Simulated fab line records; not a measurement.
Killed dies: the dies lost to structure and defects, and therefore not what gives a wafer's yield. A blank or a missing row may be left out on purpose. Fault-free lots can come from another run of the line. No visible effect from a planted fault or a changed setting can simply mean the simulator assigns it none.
Problem report, 8D (eight disciplines) form, completed by code -- flow n5_finfet -- the parts of the form that need people (team, actions taken, sign-off) are left out

1. THE PROBLEM
rf_fwd_power_W at N5_FIN_CUT_CUT_ETCH_26 reads a mean of 486.1 W on 6 wafers of 2 lots; wafers without a fault read 391.2 W with a standard deviation of 1.6. That is +59 standard deviations from the usual mean.
The step: etches SiNx in CH3F/O2, target depth 39 nm, time 55.7 s.
First observed at day 4 10:09: wafer L511.3, on rie_diel-06. The record has a number at this step for 27 wafers belonging to 9 lots. By rule, "out" or "out of limits" means more than 4 standard deviations away from the usual mean. All remaining wafers that have a number are taken as sound.

2. WHAT IT IS; WHAT IT IS NOT
question,is,is not
which readings at this step,"rf_fwd_power_W, rf_vpp_V","drypump_motor_current_A, oes_product_au, showerhead_plenum_p_Torr, throttle_valve_pct"
which lots,"L511, L514","L502, L503, L504, L506, L520, L522, L525"
which wafers of those lots,all that have a number,-
read on which tools,rie_diel-06,"rie_diel-03, rie_diel-05"
when,from day 4 10:09,"up to then (12 sound wafers); but 9 sound wafers of L520, L522, L525 came after"

3. THE SUSPECTS, EACH WITH WHAT RULES IT OUT
Counting: any tool at a process step up to the reading is kept as a suspect provided that every lot that is out went through it and no sound lot did after the first of them.
- ald_sin-03 at N5_FIN_SAQP_SPACER2_ALD_28 (deposits SiO2, target thk 8.1 nm, pulse time 1 s, purge time 2 s): ruled out as a lasting fault. Sound lots L520 ran on it after its first lot that is out, L511 (day 4 07:50).
- rie_diel-06 at N5_FIN_CUT_CUT_ETCH_26 (etches SiNx in CH3F/O2, target depth 39 nm, time 55.7 s): kept. It ran every lot that is out, first L511 (day 4 10:09), and no sound lot after that; its last sound lot up to then is L504 (day 2 15:45). Its own rf_fwd_power_W, rf_vpp_V readings are out on those wafers.
After counting, what remains is rie_diel-06 at N5_FIN_CUT_CUT_ETCH_26.

4. THE CAUSE (what the simulator had put in)
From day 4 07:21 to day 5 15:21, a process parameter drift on rie_diel-06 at N5_FIN_CUT_CUT_ETCH_26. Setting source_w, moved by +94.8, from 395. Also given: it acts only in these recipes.
Counting left only this tool.

5. THE EFFECT CHAIN, in route order
One row per reading whose mean, taken over the struck wafers that have a number, lies over 3 standard deviations from the usual. Readings are gone through only where the record gives a usual standard deviation; hours: the median, over the lots, of the time from a lot's start at the first step in this table giving one to that lot's start at this step; sigmas: the change measured in usual standard deviations.
hours,step,reading,usual,on struck wafers,change,sigmas
0,N5_FIN_CUT_CUT_ETCH_26,rf_fwd_power_W,391.2 W,486.1,+94.9,+59
0,N5_FIN_CUT_CUT_ETCH_26,rf_vpp_V,298 V,268,-30,-6.6
Process steps it contains:
- N5_FIN_CUT_CUT_ETCH_26: etches SiNx in CH3F/O2, target depth 39 nm, time 55.7 s.
At these later measuring or inspecting steps, every struck wafer for which the step has a row has a number for every such reading, and none has moved that far: N5_BEOL_M4_RC_MEAS_101.

6. WHAT WOULD HAVE CAUGHT IT SOONER
3 hours passed between the start of the fault at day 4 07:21 and the first reading out of limits in this record, taken at day 4 10:09.
